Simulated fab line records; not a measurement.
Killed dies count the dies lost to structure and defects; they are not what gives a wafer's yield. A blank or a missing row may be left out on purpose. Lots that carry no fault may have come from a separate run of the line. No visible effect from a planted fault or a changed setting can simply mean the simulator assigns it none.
fab line records ; flow n5_finfet
record: lots: 6; wafers: 18; last_day: 19
route steps=1938 shown BEOL_M2@889 BEOL_M4@1111 PASSIVATION@1936
lots untouched by any fault: they come from a run of this same line in which no faults occurred
start_h: the number of hours between the record's first day and the start of the first shown wafer of the lot ; wait_h: hours elapsed since this lot's preceding step ; " identical to the entry in the row above ; L1.1+2: several wafers, shown together as one row ; - no value, or no start given ; * or withheld: withheld ; < > ~ a bound
route shown NAME@n: a module of which the file shows steps, and the number in the route of the first ; usual: the fault-free wafers' mean and standard deviation ; same: alike in all rows ; chamber/n: place in a boat ; sites: the reading at each site ; _std_site: the standard deviation of these ; _edge_site: outer sites' mean less inner sites' ; radius_mm: for every site, how far away it sits from the centre of the wafer ; mask NAME#n: copy n ; behind: the tool/chamber that last shaped the wafer ; hold: cause of the lot's hold/its duration in hours/its outcome ; device: names the non-switching transistor (n, p or np) ; end of line: tests of these same wafers at the route's end ; step lacking rows: just its recipe ; killed: dies lost to structure and defects at the first sort, not the wafer's yield ; map: a wafer's dies, x killed, . not, _ none there
set.NAME: the run value of the setting; set.NAME@STEP: its run value at that earlier step ; model.NAME: the simulator's own value behind a step, which no gauge read
a table for each step, a row for each wafer; lots at some steps of the route
services: a tool's chamber out of use, with start hour (start_h, from the record's first day; less than 0 if before it), hours out, and reason
== steps ==
step: N5_BEOL_M2_STRIP_36
recipe: chemistry: N2/H2; power_w: 450; temp_c: 40; pressure_mtorr: 20; rf_frequency_hz: 6e+07; overash_fraction: 0.3; bias_power_w: 7; h2_frac: 0.5; n2_flow_sccm: 200; h2_flow_sccm: 200
step: N5_BEOL_M2_TRENCH_ETCH_37
recipe: chemistry: C4F6/O2; target_depth_a: 555.55; target: SiOC; time_s: 29.2; ion_energy_ev: 250; pressure_mtorr: 30; source_w: 355; bias_w: 185; Ar_flow_sccm: 300; C4F6_flow_sccm: 10; O2_flow_sccm: 10
usual: C4F6_flow_sccm: 10.00/0.031; drypump_motor_current_A: 5.8/0.46; mfc_ar_sccm: 300.0/0.86; oes_product_au: 0.84/0.091; rf_fwd_power_W: 350.6/1.2; rf_vpp_V: 668/7; showerhead_plenum_p_Torr: 2.92/0.073; throttle_valve_pct: 20.74/0.23
lot.wafer;tool;chamber;start_h;wait_h;C4F6_flow_sccm;drypump_motor_current_A;mfc_ar_sccm;oes_product_au;rf_fwd_power_W;rf_hours_counter_h;rf_vpp_V;showerhead_plenum_p_Torr;throttle_valve_pct
L825.1;rie_diel-02;2;-;-;9.94;6.2;300.7;0.89;351.4;53;662;3.00;20.59
L825.2;rie_diel-02;3;-;-;9.94;6.7;301.5;0.72;347.4;199;661;2.83;21.13
L825.3;rie_diel-02;1;-;-;10.01;6.3;301.3;0.69;351.2;241;678;2.81;21.02
L829.1;rie_diel-01;1;-;-;10.03;5.9;299.6;0.91;350.5;15;668;3.03;20.43
L829.3;rie_diel-01;2;-;-;9.99;5.1;300.3;0.69;349.3;241;670;2.92;21.07
L829.6;rie_diel-01;1;-;-;10.03;5.9;300.4;0.90;350.0;-;666;3.03;20.42
L838.2;rie_diel-03;1;-;-;10.06;5.8;300.1;0.92;350.5;10;660;3.02;20.61
L838.4;rie_diel-03;2;-;-;10.01;6.6;301.1;0.84;349.3;-;656;3.01;20.85
L838.5;rie_diel-03;1;-;-;10.03;5.8;300.8;0.92;352.2;-;659;3.02;20.61
L839.1;rie_diel-01;0;-;-;10.00;5.5;299.6;0.91;350.8;23;662;2.89;20.51
L839.3;rie_diel-01;1;-;-;10.01;5.9;300.7;0.86;350.1;39;666;3.02;20.47
L839.5;rie_diel-01;2;-;-;10.02;5.2;298.6;0.94;350.7;-;670;2.91;20.71
L845.1;rie_diel-02;2;-;-;10.02;6.3;300.9;0.81;352.6;108;662;2.97;20.68
L845.3;rie_diel-02;1;-;-;10.03;6.3;299.9;0.90;350.9;20;679;2.80;20.68
L845.6;rie_diel-02;2;-;-;10.00;6.3;299.3;0.81;350.5;-;661;2.97;20.68
L848.1;rie_diel-02;0;-;-;9.99;5.3;300.0;0.87;351.4;48;672;2.90;21.04
L848.2;rie_diel-02;2;-;-;10.02;6.2;300.8;0.82;353.5;113;660;2.97;20.69
L848.6;rie_diel-02;0;-;-;10.01;5.3;299.5;0.87;350.6;-;672;2.90;21.05
step: N5_BEOL_M2_ETCH_41
recipe: chemistry: CH3F/O2; target: SiCN; target_depth_a: 299; taper_deg: 2; time_s: 52.5; ion_energy_ev: 120; mask_material: TiN; pressure_mtorr: 30; source_w: 395; bias_w: 75; Ar_flow_sccm: 150; CH3F_flow_sccm: 30; O2_flow_sccm: 20
usual: CH3F_flow_sccm: 30.01/0.092; drypump_motor_current_A: 5.8/0.45; mfc_ar_sccm: 150.0/0.46; oes_product_au: 0.84/0.091; rf_fwd_power_W: 391.6/1.5; rf_vpp_V: 298.4/1.4; showerhead_plenum_p_Torr: 2.05/0.054; throttle_valve_pct: 16.18/0.23
lot.wafer;tool;chamber;start_h;wait_h;CH3F_flow_sccm;drypump_motor_current_A;mfc_ar_sccm;oes_product_au;rf_fwd_power_W;rf_hours_counter_h;rf_vpp_V;showerhead_plenum_p_Torr;throttle_valve_pct
L825.1;rie_diel-02;2;-;-;30.05;6.2;150.7;0.88;393.5;53;300.1;2.11;16.05
L825.2;rie_diel-02;3;-;-;29.96;6.7;150.0;0.72;390.9;199;297.7;1.98;16.59
L825.3;rie_diel-02;1;-;-;30.15;6.3;150.5;0.67;392.0;241;296.3;1.97;16.54
L829.1;rie_diel-01;1;-;-;29.97;5.9;150.1;0.91;391.2;15;299.7;2.14;15.86
L829.3;rie_diel-01;2;-;-;30.05;5.1;150.6;0.68;391.4;241;298.3;2.05;16.57
L829.6;rie_diel-01;1;-;-;29.90;6.0;149.9;0.91;393.5;-;299.0;2.14;15.87
L838.2;rie_diel-03;1;-;-;30.03;5.8;149.5;0.93;392.5;11;300.1;2.13;16.03
L838.4;rie_diel-03;2;-;-;29.99;6.6;150.1;0.84;391.7;-;300.2;2.12;16.27
L838.5;rie_diel-03;1;-;-;30.01;5.8;150.1;0.93;392.2;-;299.4;2.13;16.02
L839.1;rie_diel-01;0;-;-;30.07;5.5;150.2;0.92;391.0;23;297.8;2.03;15.99
L839.3;rie_diel-01;1;-;-;29.82;5.9;149.7;0.85;390.8;39;298.7;2.13;15.91
L839.5;rie_diel-01;2;-;-;30.05;5.2;149.7;0.93;391.8;-;297.8;2.05;16.13
L845.1;rie_diel-02;2;-;-;30.04;6.2;149.7;0.81;392.8;108;298.2;2.09;16.15
L845.3;rie_diel-02;1;-;-;30.24;6.3;149.8;0.92;391.0;20;297.7;1.96;16.09
L845.6;rie_diel-02;2;-;-;30.06;6.2;150.9;0.81;391.9;-;300.4;2.09;16.15
L848.1;rie_diel-02;0;-;-;29.95;5.3;149.8;0.87;390.2;48;298.9;2.04;16.44
L848.2;rie_diel-02;2;-;-;30.11;6.2;150.1;0.81;393.8;113;298.6;2.09;16.15
L848.6;rie_diel-02;0;-;-;29.96;5.4;149.6;0.86;390.0;-;296.7;2.04;16.43
step: N5_BEOL_M2_STRIP_97
recipe: chemistry: N2/H2; time_s: 10; power_w: 450; temp_c: 40; pressure_mtorr: 20; rf_frequency_hz: 6e+07; bias_power_w: 7; n2_flow_sccm: 200; h2_flow_sccm: 200
step: N5_BEOL_M2_OCD_MEAS_38
usual: trench_depth_nm: 55.6/0.79
lot.wafer;tool;chamber;start_h;wait_h;trench_depth_nm
L825.1;ocd-02;-;143.16;-;56.9
L825.2;ocd-02;-;143.16;-;54.7
L825.3;ocd-02;-;143.16;-;55.2
L829.1;ocd-01;-;190.25;-;56.4
L829.3;ocd-01;-;190.25;-;54.5
L829.6;ocd-01;-;190.25;-;56.1
L838.2;ocd-02;-;227.39;-;55.8
L838.4;ocd-02;-;227.39;-;55.3
L838.5;ocd-02;-;227.39;-;55.8
L839.1;ocd-02;-;243.24;-;56.1
L839.3;ocd-02;-;243.24;-;55.8
L839.5;ocd-02;-;243.24;-;56.1
L845.1;ocd-02;-;291.95;-;55.5
L845.3;ocd-02;-;291.95;-;54.7
L845.6;ocd-02;-;291.95;-;55.2
L848.1;ocd-02;-;300.82;-;56.6
L848.2;ocd-02;-;300.82;-;56.1
L848.6;ocd-02;-;300.82;-;56.8
step: N5_BEOL_M2_HM_STRIP_39
recipe: chemistry: peroxide_tin_strip; material: TiN; target_depth_a: 250; temp_c: 50; time_s: 158
step: N5_BEOL_M2_SRD_40
recipe: time_s: 30; temp_c: 23; rinse_liquid: diw; dry: ipa_marangoni
step: N5_BEOL_M2_PRECLEAN_42
recipe: chemistry: residue_remover; time_s: 60; temp_c: 40
step: N5_BEOL_M2_SRD_43
recipe: time_s: 30; temp_c: 23; rinse_liquid: diw; dry: ipa_marangoni
step: N5_BEOL_M2_CD_MEAS_35
recipe: target_cd_nm: 18; target_cd_y_nm: 22.2; polarity: opening
usual: cd_nm: 18.1/0.33
lot.wafer;tool;chamber;start_h;wait_h;cd_nm
L825.1;cd_sem-02;-;143.32;0.0;17.9
L825.2;cd_sem-02;-;143.32;0.0;17.3
L825.3;cd_sem-02;-;143.32;0.0;18.2
L829.1;cd_sem-01;-;190.40;0.0;18.1
L829.3;cd_sem-01;-;190.40;0.0;17.7
L829.6;cd_sem-01;-;190.40;0.0;18.2
L838.2;cd_sem-03;-;227.54;0.0;17.8
L838.4;cd_sem-03;-;227.54;0.0;18.3
L838.5;cd_sem-03;-;227.54;0.0;18.6
L839.1;cd_sem-01;-;243.39;0.0;18.6
L839.3;cd_sem-01;-;243.39;0.0;18.1
L839.5;cd_sem-01;-;243.39;0.0;18.1
L845.1;cd_sem-03;-;292.10;0.0;17.9
L845.3;cd_sem-03;-;292.10;0.0;18.2
L845.6;cd_sem-03;-;292.10;0.0;17.9
L848.1;cd_sem-03;-;300.98;0.0;18.0
L848.2;cd_sem-03;-;300.98;0.0;18.0
L848.6;cd_sem-03;-;300.98;0.0;18.3
step: N5_BEOL_M2_DEGAS_44
recipe: ambient: vacuum; temp_c: 250; time_s: 60
usual: heater_power_w: 339/22
lot.wafer;tool;chamber;start_h;wait_h;heater_power_w
L825.1;pvd_sputter-03;-;143.49;0.2;353
L825.2;pvd_sputter-03;-;143.49;0.2;326
L825.3;pvd_sputter-03;-;143.49;0.2;318
L829.1;pvd_sputter-02;-;190.83;0.4;293
L829.3;pvd_sputter-02;-;190.83;0.4;345
L829.6;pvd_sputter-02;-;190.83;0.4;296
L838.2;pvd_sputter-01;-;227.94;0.4;337
L838.4;pvd_sputter-01;-;227.94;0.4;367
L838.5;pvd_sputter-01;-;227.94;0.4;340
L839.1;pvd_sputter-03;-;244.27;0.9;325
L839.3;pvd_sputter-03;-;244.27;0.9;340
L839.5;pvd_sputter-03;-;244.27;0.9;297
L845.1;pvd_sputter-03;-;292.60;0.5;317
L845.3;pvd_sputter-03;-;292.60;0.5;353
L845.6;pvd_sputter-03;-;292.60;0.5;364
L848.1;pvd_sputter-01;-;301.31;0.3;335
L848.2;pvd_sputter-01;-;301.31;0.3;376
L848.6;pvd_sputter-01;-;301.31;0.3;348
step: N5_BEOL_M2_PRE_CLEAN_45
recipe: gas: H2/He; time_s: 30; temp_c: 250
usual: heater_power_w: 338/23
lot.wafer;tool;chamber;start_h;wait_h;heater_power_w
L825.1;pvd_sputter-03;-;143.53;0.0;349
L825.2;pvd_sputter-03;-;143.53;0.0;333
L825.3;pvd_sputter-03;-;143.53;0.0;314
L829.1;pvd_sputter-02;-;190.87;0.0;289
L829.3;pvd_sputter-02;-;190.87;0.0;343
L829.6;pvd_sputter-02;-;190.87;0.0;288
L838.2;pvd_sputter-01;-;227.98;0.0;331
L838.4;pvd_sputter-01;-;227.98;0.0;365
L838.5;pvd_sputter-01;-;227.98;0.0;345
L839.1;pvd_sputter-03;-;244.31;0.0;324
L839.3;pvd_sputter-03;-;244.31;0.0;329
L839.5;pvd_sputter-03;-;244.31;0.0;312
L845.1;pvd_sputter-03;-;292.64;0.0;308
L845.3;pvd_sputter-03;-;292.64;0.0;353
L845.6;pvd_sputter-03;-;292.64;0.0;344
L848.1;pvd_sputter-01;-;301.35;0.0;339
L848.2;pvd_sputter-01;-;301.35;0.0;372
L848.6;pvd_sputter-01;-;301.35;0.0;349
step: N5_BEOL_M2_ALD_84
recipe: material: TaN; target_thk_a: *; temp_c: 275; ald_precursor_family: PDMAT; ald_co_reactant: NH3; pressure_torr: 3; carrier_flow_sccm: 1500; pulse_time_s: 2; purge_time_s: 3; co_reactant_purge_time_s: 2; co_reactant_pulse_time_s: 3; ald_cycles: 30; precursor_vessel_temp_c: 75; precursor_vessel_pressure_torr: 26.25; precursor_vessel_carrier_sccm: 1000
usual: ald_cycles: 30/0; heater_power_outer_w: 251/26; heater_power_w: 449/41
same: co_reactant_purge_time_s: 2
lot.wafer;tool;chamber;start_h;wait_h;ald_cycles;heater_power_outer_w;heater_power_w
L825.1;ald_metal-04;3;143.61;0.1;30;231;437
L825.2;ald_metal-04;1;143.61;0.1;30;234;422
L825.3;ald_metal-04;2;143.61;0.1;30;242;443
L829.1;ald_metal-02;2;190.95;0.1;30;223;412
L829.3;ald_metal-02;1;190.95;0.1;30;268;507
L829.6;ald_metal-02;3;190.95;0.1;30;258;455
L838.2;ald_metal-02;0;228.04;0.0;30;295;502
L838.4;ald_metal-02;3;228.04;0.0;32;257;444
L838.5;ald_metal-02;1;228.04;0.0;32;261;501
L839.1;ald_metal-02;0;244.37;0.0;30;292;496
L839.3;ald_metal-02;3;244.37;0.0;30;254;438
L839.5;ald_metal-02;0;244.37;0.0;32;297;501
L845.1;ald_metal-02;0;292.70;0.0;30;299;484
L845.3;ald_metal-02;2;292.70;0.0;30;227;405
L845.6;ald_metal-02;0;292.70;0.0;30;297;494
L848.1;ald_metal-03;1;301.41;0.0;30;215;405
L848.2;ald_metal-03;0;301.41;0.0;30;223;463
L848.6;ald_metal-03;2;301.41;0.0;30;259;447
step: N5_BEOL_M2_SURFACE_TREAT_85
recipe: gas: Ar; time_s: *; ion_energy_ev: *; ion_current_ma_cm2: 0.5; pressure_mtorr: *; ar_flow_sccm: 30
usual: throttle_valve_pct: *
lot.wafer;tool;chamber;start_h;wait_h;throttle_valve_pct
L825.1;pvd_sputter-02;-;143.89;0.2;*
L825.2;pvd_sputter-02;-;143.89;0.2;*
L825.3;pvd_sputter-02;-;143.89;0.2;*
L829.1;pvd_sputter-02;-;191.31;0.3;*
L829.3;pvd_sputter-02;-;191.31;0.3;*
L829.6;pvd_sputter-02;-;191.31;0.3;*
L838.2;pvd_sputter-02;-;228.29;0.1;*
L838.4;pvd_sputter-02;-;228.29;0.1;*
L838.5;pvd_sputter-02;-;228.29;0.1;*
L839.1;pvd_sputter-03;-;244.63;0.2;*
L839.3;pvd_sputter-03;-;244.63;0.2;*
L839.5;pvd_sputter-03;-;244.63;0.2;*
L845.1;pvd_sputter-01;-;293.20;0.4;*
L845.3;pvd_sputter-01;-;293.20;0.4;*
L845.6;pvd_sputter-01;-;293.20;0.4;*
L848.1;pvd_sputter-02;-;301.72;0.2;*
L848.2;pvd_sputter-02;-;301.72;0.2;*
L848.6;pvd_sputter-02;-;301.72;0.2;*
step: N5_BEOL_M4_RC_MEAS_101
usual: DIBL_N: 36.1/1.4; DIBL_P: 36.3/1.4; IOFF_N: 0.154/0.021; IOFF_P: 0.21/0.032; ION_N: 670/8.1; ION_P: 461/7; SS_N: 71.4/0.49; SS_P: 73.3/0.5; VT_N: 250.4/2.6; VT_P: -250/3.7
lot.wafer;tool;chamber;start_h;wait_h;DIBL_N[mV/V];DIBL_P[mV/V];IOFF_N[nA/um];IOFF_P[nA/um];ION_N[uA/um];ION_P[uA/um];SS_N[mV/dec];SS_P[mV/dec];VT_N[mV];VT_P[mV]
L825.1;prober-02;0;184.41;0.0;34.1;34.8;0.128;0.17;662;455;71.5;73.2;252.8;-254
L825.2;prober-02;0;184.41;0.0;35.2;36.4;0.147;0.18;669;458;71.7;73.1;250.0;-252
L825.3;prober-02;0;184.41;0.0;36.3;36.7;0.159;0.20;665;454;71.8;74.1;253.6;-253
L829.1;prober-02;0;211.08;0.0;35.4;35.3;0.161;0.28;666;476;70.5;73.5;246.3;-242
L829.3;prober-02;0;211.08;0.0;33.8;33.4;0.128;0.24;657;470;70.5;72.8;250.7;-244
L829.6;prober-02;0;211.08;0.0;35.7;35.5;0.160;0.28;670;470;70.8;74.2;248.7;-242
L838.2;prober-01;0;260.42;0.2;34.7;34.8;0.128;0.16;655;447;71.3;73.1;253.9;-257
L838.4;prober-01;0;260.42;0.2;34.6;34.8;0.132;0.16;664;448;71.3;73.0;251.4;-257
L838.5;prober-01;0;260.42;0.2;35.9;36.6;0.160;0.18;678;457;72.1;73.4;249.3;-256
L839.1;prober-02;0;271.42;0.0;35.6;36.6;0.154;0.22;686;469;72.2;73.0;248.0;-248
L839.3;prober-02;0;271.42;0.0;35.3;36.4;0.163;0.21;673;465;72.3;73.8;248.3;-248
L839.5;prober-02;0;271.42;0.0;36.0;36.9;0.163;0.22;676;459;71.8;73.4;249.3;-249
L845.1;prober-02;0;328.49;0.0;37.6;38.3;0.176;0.23;681;467;71.0;72.7;247.9;-252
L845.3;prober-02;0;328.49;0.0;36.5;37.9;0.148;0.21;658;458;71.2;73.0;250.4;-252
L845.6;prober-02;0;328.49;0.0;38.3;39.2;0.179;0.23;675;460;72.0;73.4;248.7;-250
L848.1;prober-02;0;340.64;0.0;35.1;35.9;0.127;0.17;662;463;71.2;72.4;255.7;-255
L848.2;prober-02;0;340.64;0.0;36.0;36.3;0.132;0.18;662;454;71.6;72.7;256.2;-256
L848.6;prober-02;0;340.64;0.0;37.6;38.2;0.161;0.21;677;463;72.0;72.6;249.5;-250
step: N5_PASSIVATION_PROBE_49
usual: defect_limited_yield: 91.0/1.6; killed_at_M0_to_M3: 35/11; killed_at_M4_up: 14/5.1; killed_at_contacts: 12/6.6; killed_at_front_end: 41/12; killed_at_other: 4/3; killed_dies: 107/19; killed_open: 70/15; killed_short: 35/8.5; sort_bin_5_function: 5.3/1; sort_bin_6_memory: 3.4/0.73; sort_n_pass: 1073/19; sort_yield_pct: 91.0/1.6
same: gross_dies: 1180; killed_at_back_side: 0; sort_bin_4_leakage[%]: 0; sort_bin_8_speed[%]: 0
lot.wafer;tool;chamber;start_h;wait_h;defect_limited_yield[%];killed_at_M0_to_M3;killed_at_M4_up;killed_at_contacts;killed_at_front_end;killed_at_other;killed_dies;killed_open;killed_short;sort_bin_5_function[%];sort_bin_6_memory[%];sort_n_pass;sort_yield_pct[%]
L825.1;prober-01;-;302.93;0.1;85.8;49;21;37;56;4;167;126;40;9.2;4.6;1013;85.8
L825.2;prober-01;-;302.98;0.2;86.7;72;15;17;43;10;157;107;48;6.9;5.7;1023;86.7
L825.3;prober-01;-;303.03;0.2;91.2;28;9;26;34;7;104;68;32;5.5;3.1;1076;91.2
L829.1;prober-02;-;319.66;0.0;92.3;23;10;17;36;5;91;64;25;4.7;2.5;1089;92.3
L829.3;prober-02;-;319.76;0.1;92.7;38;8;15;20;5;86;60;26;4.7;2.5;1094;92.7
L829.6;prober-02;-;319.91;0.3;90.5;52;2;16;37;5;112;72;40;5.3;4.1;1068;90.5
L838.2;prober-02;-;355.60;0.1;91.4;37;16;23;23;2;101;71;30;5.3;2.5;1079;91.4
L838.4;prober-02;-;355.70;0.2;92.1;39;5;14;32;3;93;58;34;5.0;2.8;1087;92.1
L838.5;prober-02;-;355.75;0.2;92.6;47;14;3;22;1;87;57;30;4.5;2.3;1093;92.6
L839.1;prober-02;-;380.10;0.0;91.1;38;22;6;35;4;105;60;42;5.1;3.3;1075;91.1
L839.3;prober-02;-;380.20;0.1;93.2;29;12;9;26;4;80;44;33;3.8;2.6;1100;93.2
L839.5;prober-02;-;380.30;0.2;90.8;28;18;7;53;3;109;69;35;5.2;3.1;1071;90.8
L845.1;prober-01;-;440.40;0.0;87.3;66;13;10;57;4;150;98;48;7.2;4.8;1030;87.3
L845.3;prober-01;-;440.50;0.1;88.8;46;8;10;64;4;132;88;43;6.1;4.3;1048;88.8
L845.6;prober-01;-;440.65;0.3;90.0;55;9;8;43;3;118;80;38;5.8;3.8;1062;90.0
L848.1;prober-01;-;463.42;0.0;92.8;25;14;9;31;6;85;54;22;4.0;2.5;1095;92.8
L848.2;prober-01;-;463.47;0.1;91.9;24;15;10;41;6;96;60;36;4.6;3.1;1084;91.9
L848.6;prober-01;-;463.67;0.3;91.9;45;15;4;30;2;96;50;37;4.7;2.8;1084;91.9
killed by level:class
L825.1 MOL_CONTACT_COAG:geometric_particle:open=32 STI_FIN_REVEAL:geometric_particle:open=16 FIN_SAQP:geometric_particle:open=14 BEOL_M4:geometric_particle:open=14 BEOL_M2:geometric_particle:open=13 BEOL_M0_SAQP:geometric_particle:short=10 BEOL_M0_SAQP:geometric_particle:open=9 BEOL_M1:geometric_particle:open=7
L825.2 BEOL_M0_SAQP:geometric_particle:open=20 BEOL_M2:geometric_particle:open=15 MOL_CONTACT_COAG:geometric_particle:open=13 BEOL_M0_SAQP:geometric_particle:short=12 BEOL_M1:geometric_particle:open=11 GATE_CUT:geometric_particle:short=11 STI_FIN_REVEAL:geometric_particle:open=9 GATE_CUT:geometric_particle:open=7
L825.3 MOL_CONTACT_COAG:geometric_particle:open=20 STI_FIN_REVEAL:geometric_particle:open=12 BEOL_M0_SAQP:geometric_particle:short=7 BEOL_M0_SAQP:geometric_particle:open=7 BEOL_M2:geometric_particle:open=5 GATE_CUT:geometric_particle:short=5 MOL_CONTACT_COAG:geometric_particle:short=5 FIN_SAQP:geometric_particle:open=4
L829.1 STI_FIN_REVEAL:geometric_particle:open=15 MOL_CONTACT_COAG:geometric_particle:open=13 BEOL_M0_SAQP:geometric_particle:short=9 BEOL_M0_SAQP:geometric_particle:open=8 BEOL_M4:geometric_particle:open=5 DUMMY_GATE:geometric_particle:open=4 MOL_CONTACT_COAG:geometric_particle:short=4 FIN_SAQP:geometric_particle:short=2
L829.3 MOL_CONTACT_COAG:geometric_particle:open=14 BEOL_M0_SAQP:geometric_particle:open=11 BEOL_M1:geometric_particle:open=9 BEOL_M0_SAQP:geometric_particle:short=7 BEOL_M4:geometric_particle:open=4 FIN_SAQP:geometric_particle:short=3 STI_FIN_REVEAL:geometric_particle:open=3 GATE_CUT:geometric_particle:open=3
L829.6 BEOL_M0_SAQP:geometric_particle:short=14 MOL_CONTACT_COAG:geometric_particle:open=13 BEOL_M1:geometric_particle:open=12 STI_FIN_REVEAL:geometric_particle:open=9 BEOL_M0_SAQP:geometric_particle:open=9 FIN_SAQP:geometric_particle:short=8 BEOL_M3:geometric_particle:open=5 BEOL_M2:geometric_particle:open=5
L838.2 MOL_CONTACT_COAG:geometric_particle:open=21 BEOL_M0_SAQP:geometric_particle:short=9 BEOL_M4:geometric_particle:open=9 BEOL_M1:geometric_particle:short=8 BEOL_M3:geometric_particle:open=8 BEOL_M0_SAQP:geometric_particle:open=5 BEOL_M1:geometric_particle:open=5 STI_FIN_REVEAL:geometric_particle:open=3
L838.4 MOL_CONTACT_COAG:geometric_particle:open=13 BEOL_M0_SAQP:geometric_particle:short=13 BEOL_M0_SAQP:geometric_particle:open=9 BEOL_M1:geometric_particle:open=5 STARTING-WAFER:geometric_particle:open=5 STI_FIN_REVEAL:geometric_particle:open=4 DUMMY_GATE:geometric_particle:open=4 BEOL_M3:geometric_particle:open=4
L838.5 BEOL_M0_SAQP:geometric_particle:open=13 BEOL_M0_SAQP:geometric_particle:short=11 BEOL_M1:geometric_particle:open=11 BEOL_M4:geometric_particle:open=6 BEOL_M1:geometric_particle:short=5 BEOL_M3:geometric_particle:open=5 STI_FIN_REVEAL:geometric_particle:open=4 STARTING-WAFER:geometric_particle:short=4
L839.1 BEOL_M0_SAQP:geometric_particle:short=13 BEOL_M0_SAQP:geometric_particle:open=12 BEOL_M4:geometric_particle:open=11 BEOL_M3:geometric_particle:open=8 FIN_SAQP:geometric_particle:short=7 STARTING-WAFER:geometric_particle:short=6 GATE_CUT:geometric_particle:short=5 MOL_CONTACT_COAG:geometric_particle:open=5
L839.3 BEOL_M0_SAQP:geometric_particle:open=9 BEOL_M0_SAQP:geometric_particle:short=7 BEOL_M3:geometric_particle:open=6 FIN_SAQP:geometric_particle:short=5 MOL_CONTACT_COAG:geometric_particle:open=5 DUMMY_GATE:geometric_particle:open=4 GATE_CUT:geometric_particle:short=4 MOL_CONTACT_COAG:geometric_particle:short=4
L839.5 FIN_SAQP:geometric_particle:open=13 FIN_SAQP:geometric_particle:short=10 BEOL_M3:geometric_particle:open=9 BEOL_M4:geometric_particle:open=9 STI_FIN_REVEAL:geometric_particle:open=7 MOL_CONTACT_COAG:geometric_particle:open=6 STARTING-WAFER:geometric_particle:short=6 BEOL_M0_SAQP:geometric_particle:short=5
L845.1 FIN_SAQP:geometric_particle:open=29 BEOL_M0_SAQP:geometric_particle:open=16 FIN_SAQP:geometric_particle:short=10 BEOL_M2:geometric_particle:open=10 BEOL_M0_SAQP:geometric_particle:short=9 MOL_CONTACT_COAG:geometric_particle:open=8 BEOL_M1:geometric_particle:short=8 BEOL_M3:geometric_particle:open=8
L845.3 FIN_SAQP:geometric_particle:open=23 FIN_SAQP:geometric_particle:short=19 BEOL_M3:geometric_particle:open=14 BEOL_M2:geometric_particle:open=10 MOL_CONTACT_COAG:geometric_particle:open=8 BEOL_M0_SAQP:geometric_particle:open=7 BEOL_M0_SAQP:geometric_particle:short=6 BEOL_M3:geometric_particle:short=4
L845.6 BEOL_M3:geometric_particle:open=14 BEOL_M2:geometric_particle:open=14 FIN_SAQP:geometric_particle:short=11 FIN_SAQP:geometric_particle:open=10 BEOL_M0_SAQP:geometric_particle:open=10 MOL_CONTACT_COAG:geometric_particle:open=7 BEOL_M4:geometric_particle:open=7 GATE_CUT:geometric_particle:short=6
L848.1 MOL_CONTACT_COAG:geometric_particle:open=8 BEOL_M0_SAQP:geometric_particle:short=7 HKMG_FIN:area_etch=7 BEOL_M4:geometric_particle:open=6 BEOL_M3:geometric_particle:open=5 DUMMY_GATE:geometric_particle:open=4 PAD_METAL:geometric_particle:open=4 BEOL_M0_SAQP:geometric_particle:open=4
L848.2 MOL_CONTACT_COAG:geometric_particle:open=8 BEOL_M0_SAQP:geometric_particle:open=8 DUMMY_GATE:geometric_particle:open=7 FIN_SAQP:geometric_particle:open=6 STI_FIN_REVEAL:geometric_particle:open=5 BEOL_M4:geometric_particle:open=5 BEOL_M3:geometric_particle:open=5 STARTING-WAFER:geometric_particle:short=5
L848.6 BEOL_M0_SAQP:geometric_particle:open=9 BEOL_M0_SAQP:geometric_particle:short=8 BEOL_M3:geometric_particle:open=7 HKMG_FIN:area_etch=7 BEOL_M2:geometric_particle:open=6 BEOL_M4:geometric_particle:open=5 BEOL_M5:geometric_particle:open=5 FIN_SAQP:geometric_particle:short=4
== services ==
tool;chamber;start_h;hours;kind
ald_metal-02;0;120.79;3.2;repair
ald_metal-04;-;137.14;4.3;pm
rie_diel-02;0;139.56;-;clean
rie_diel-02;0;139.56;-;consumable_replace:focus_ring
rie_diel-03;-;149.07;14.6;pm
ald_metal-03;-;160.90;28.1;pm
rie_diel-01;-;179.51;2.4;repair
ald_metal-04;-;187.70;2.8;pm
ald_metal-03;-;189.00;1.2;pm
ald_metal-03;1;200.28;11.7;repair
ald_metal-04;3;203.77;4.2;repair
rie_diel-02;-;218.99;14.6;pm
rie_diel-02;-;234.48;0.7;repair
rie_diel-02;0;239.33;8.8;repair
ald_metal-03;-;247.70;6.0;pm
rie_diel-02;1;249.04;33.4;repair
ald_metal-04;-;250.63;1.1;repair
ald_metal-03;2;262.37;6.3;repair
ald_metal-02;3;267.21;2.2;repair
rie_diel-01;3;272.40;9.7;repair
ald_metal-04;-;275.06;6.0;pm
rie_diel-02;-;277.48;10.0;pm
pvd_sputter-02;-;277.88;6.1;repair
pvd_sputter-03;-;298.65;1.0;repair
== key ==
first_sign: step: N5_BEOL_M2_ALD_84; reading: ald_cycles; direction: up; sigmas: 99+; usual: *; struck: *
effect none on later readings
met_at N5_BEOL_M2_ALD_84
struck_wafers L838.4,L838.5,L839.5
onset_between 190.95 228.04
fault: kind: process_parameter_drift; tool: ald_metal-02; chamber: -; onset_h: 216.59; steps: N5_BEOL_M2_ALD_84; channel: ald_cycles; offset: *; shape: step; end_h: 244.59; scope: struck_wafers_only; acts_in: *; stated: *
